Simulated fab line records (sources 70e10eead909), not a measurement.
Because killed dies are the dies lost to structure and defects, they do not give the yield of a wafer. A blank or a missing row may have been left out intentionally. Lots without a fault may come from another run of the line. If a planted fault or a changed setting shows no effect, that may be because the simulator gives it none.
Problem report in the 8D (eight disciplines) form, filled by code || flow nand-harc || the parts of the form that need people (team, actions taken, sign-off) are left out

== 1. THE ISSUE ==
At NHARC_END_SORT_01, killed-at-array averages 673 over 6 wafers from 2 lots, while fault-free wafers read 58, standard deviation 20. Relative to the usual mean, that is a shift of +31 standard deviations.
First seen on wafer L659.1, day 28 09:01, on prober-02. The record has a number at this step for 9 wafers belonging to 3 lots. Rule for "out", or "out of limits": more than 4 standard deviations from the usual mean. The other wafers with a number count as sound.

== 2. WHAT IT IS, WHAT IT ISN'T ==
{"question": "which readings at this step", "is": "killed-at-array, killed-dies", "is not": "killed-at-other, killed-at-periphery, killed-open, killed-short"}
{"question": "which lots", "is": "L659, L661", "is not": "L667"}
{"question": "which wafers of those lots", "is": "all that have a number", "is not": "-"}
{"question": "read on which gauges", "is": "prober-01, prober-02", "is not": "-"}
{"question": "when", "is": "from day 28 09:01", "is not": "up to then (0 sound wafers); but 3 sound wafers of L667 came after"}

== 3. WHAT RULES OUT EACH SUSPECT ==
Counting: any tool at a process step up to the reading is kept as a suspect provided that every lot that is out went through it and no sound lot did after the first of them.
- the gauge at NHARC_END_SORT_01 has been ruled out. 2 gauges (prober-01, prober-02) read the wafers that are out.
- rie-diel-01 at NHARC_A_STAIRCASE_TRIM_20 (chemistry O2, time 211.2 s): kept. It ran every lot that is out, first L659 (day 18 20:13), and no sound lot after that. Its own run-length-s readings are out on those wafers.
- rie-diel-01 at NHARC_A_STAIRCASE_ETCH_27 (etches the open film in C4F8/O2, target depth 100 nm, time 40.5 s): kept. It ran every lot that is out, first L659 (day 28 09:01), and no sound lot after that. Because NHARC_A_STAIRCASE_ETCH_27 lacks a start for some lots, the hours and order of its lots are taken from NHARC_END_SORT_01.
After counting, rie-diel-01 at NHARC_A_STAIRCASE_TRIM_20 and rie-diel-01 at NHARC_A_STAIRCASE_ETCH_27 remain.

== 4. THE CAUSE (what the simulator had put in) ==
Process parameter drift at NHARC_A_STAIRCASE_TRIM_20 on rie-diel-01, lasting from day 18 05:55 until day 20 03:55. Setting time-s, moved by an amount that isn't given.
Counting leaves 2 suspects; this tool is one of them.

== 5. THE CHAIN OF EFFECTS, in route order ==
Rows list readings where the struck wafers' mean (over those with a number) sits beyond 3 standard deviations from the usual. Readings are gone through only where the record gives a usual standard deviation; hours: the median, over the lots, of the time from a lot's start at the first step in this table giving one to that lot's start at this step; sigmas: the change measured in usual standard deviations.
{"hours": 0, "step": "NHARC_A_STAIRCASE_TRIM_20", "reading": "run-length-s", "usual": "232.5 s", "on struck wafers": 309.8, "change": "+77.3", "sigmas": "+99 or more"}
{"hours": 223, "step": "NHARC_END_SORT_01", "reading": "killed-at-array", "usual": 58, "on struck wafers": 673, "change": "+615", "sigmas": "+31"}
{"hours": 223, "step": "NHARC_END_SORT_01", "reading": "killed-dies", "usual": 63, "on struck wafers": 677, "change": "+614", "sigmas": "+31"}
Here are the process steps it includes:
- NHARC_A_STAIRCASE_TRIM_20: chemistry O2, time 211.2 s.

== 6. HOW IT WOULD HAVE BEEN CAUGHT EARLIER ==
The first out-of-limits reading at a measuring or inspecting step in this record came at day 28 09:01, 243 hours after the fault's start at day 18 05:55.
The tool's own readings at NHARC_A_STAIRCASE_TRIM_20 were out on every struck wafer that the step has a row for (run-length-s): an alarm limit on them would have fired on the first of those.
All the lots that are out (2) had begun NHARC_A_STAIRCASE_TRIM_20 on rie-diel-01 by day 28 09:01. Had the tool been put on hold then, not one of them would have been saved.
